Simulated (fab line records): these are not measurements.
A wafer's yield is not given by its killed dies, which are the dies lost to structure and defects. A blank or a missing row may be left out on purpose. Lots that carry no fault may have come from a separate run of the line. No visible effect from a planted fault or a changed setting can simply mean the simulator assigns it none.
Comparing a struck lot with a sound one + flow nand_harc + 15 steps out of a route of 1302
Sound: wafers L779.1, L779.5, L779.6. Wafers struck: L791.2, L791.5, L791.6. The cause comes at the end.
Each step with rows lists, per side, the tool, then ch with its chambers, then its first start. Under that, the readings that differ: sound wafers + struck wafers + difference of the means + sigmas: that difference in standard deviations of wafers without a fault.
alike: words and numbers the same on both sides, and readings whose means are apart by under 2 such deviations; not compared: readings that were withheld, readings missing a value for some wafer, numbers with overlapping values and no deviation given by the record, and bounds like >300 which may hide the same value.
The two part at a step that has a row with sigmas, a row that says differs or no value, or rows on one side only. Numbers that have no deviation but don't overlap get no sigmas and don't part them. Lack of a reading on every wafer of one side parts them only where that side has two or more wafers.

NHARC_A_CHANNEL_HOLE_D1_XSEM_31:
  sound on xsem-02 ch 0, day 9 18:41; struck on xsem-01 ch 0, day 14 23:30
| reading        | sound          | struck         | difference | sigmas |
|----------------|----------------|----------------|------------|--------|
| bot_cd_nm (nm) | 71.8 73.2 72.5 | 74.2 75.7 75.3 | +2.6       | +2     |
| bow_nm (nm)    | 8.2 8.2 8.1    | 9.1 9.0 9.0    | +0.9       | +2     |
  alike: tilt_deg
NHARC_A_CHANNEL_HOLE_D1_INSPECT_40:
  sound on defect_inspect-01, day 9 18:47; struck on defect_inspect-01, day 14 23:35
  alike: raw_defect_count
then, 2 steps without rows for these wafers: NHARC_A_CHANNEL_FILL_D1_PRECLEAN_00 (cleans in SC1); NHARC_A_CHANNEL_FILL_D1_SRD_01.
NHARC_A_CHANNEL_FILL_D1_ALD_02: deposits SiO2, target thk 6 nm, pulse time 10 s, ald cycles 60.
  sound on ald_hk-03 ch 0,2,3, day 9 19:07; struck on ald_hk-01 ch 0,3, day 14 23:47
  alike: heater_power_w, precursor_pulse_height_rel, susceptor_temp_C
NHARC_A_CHANNEL_FILL_D1_ALD_03: deposits SiNx, target thk 6 nm, pulse time 60 s, ald cycles 58.
  sound: ald_sin_batch-02 ch 0; struck: ald_sin_batch-02 ch 0
  alike: precursor_pulse_height_rel
  not compared: susceptor_temp_C
NHARC_A_CHANNEL_FILL_D1_ALD_14: deposits SiO2, target thk 2.5 nm, pulse time 10 s, ald cycles 25.
  sound on ald_hk-04 ch 0,3, day 10 02:12; struck on ald_hk-01 ch 0,3, day 15 06:59
  alike: heater_power_w, precursor_pulse_height_rel, susceptor_temp_C
then, 5 steps without rows for these wafers: NHARC_A_CHANNEL_FILL_D1_ALD_15 (deposits SiNx, target thk 2 nm, pulse time 60 s, ald cycles 19); NHARC_A_CHANNEL_FILL_D1_ALD_16 (deposits SiO2, target thk 1.5 nm, pulse time 10 s, ald cycles 15); NHARC_A_CHANNEL_FILL_D1_ANNEAL_17 (time 1800 s); NHARC_A_CHANNEL_FILL_D1_CVD_18 (deposits poly-Si, target thk 3 nm); NHARC_A_CHANNEL_FILL_D1_ETCHBACK_19 (etches the open film in HBr/Cl2, target depth 5 nm, time 1.7 s).
NHARC_A_CHANNEL_FILL_D1_ETCHBACK_20: etches the open film in C4F8/O2/Ar, target depth 27 nm, time 13.5 s.
  sound on rie_diel-09 ch 1,2, day 10 20:43; struck on rie_diel-13 ch 0,1,3, day 16 01:34
| reading               | sound             | struck            | difference | sigmas |
|-----------------------|-------------------|-------------------|------------|--------|
| oes_product_au (a.u.) | 1.00 0.98 1.00    | 1.10 1.11 1.10    | +0.11      | +3     |
| rf_fwd_power_W (W)    | 587.2 588.1 587.7 | 684.8 684.7 681.6 | +96.0      | +32    |
  alike: rf_vpp_V
  not compared: rf_hours_counter_h
NHARC_A_CHANNEL_FILL_D1_STRIP_28: strips in O2, time 20 s.
  sound on rie_diel-09 ch 0,1,2, day 10 20:48; struck on rie_diel-13 ch 0,3, day 16 01:37
  alike: drypump_motor_current_A, oes_product_au, rf_vpp_V, showerhead_plenum_p_Torr, throttle_valve_pct
  not compared: rf_hours_counter_h
-- break in the record here, with 15 days between the starts of the struck wafers on either side (left off in module A_CHANNEL_FILL_D1, picked up again in module END, where the first step shown is number 1302 on the route) --
NHARC_END_SORT_01:
  at this point the record logs the struck wafers (prober-01 ch 0, day 30 18:10) and has no rows for the sound ones

WHERE THEY PART
At NHARC_A_CHANNEL_HOLE_D1_XSEM_31 first; at NHARC_END_SORT_01 last (within this record only).

WHY: what the simulator had put in
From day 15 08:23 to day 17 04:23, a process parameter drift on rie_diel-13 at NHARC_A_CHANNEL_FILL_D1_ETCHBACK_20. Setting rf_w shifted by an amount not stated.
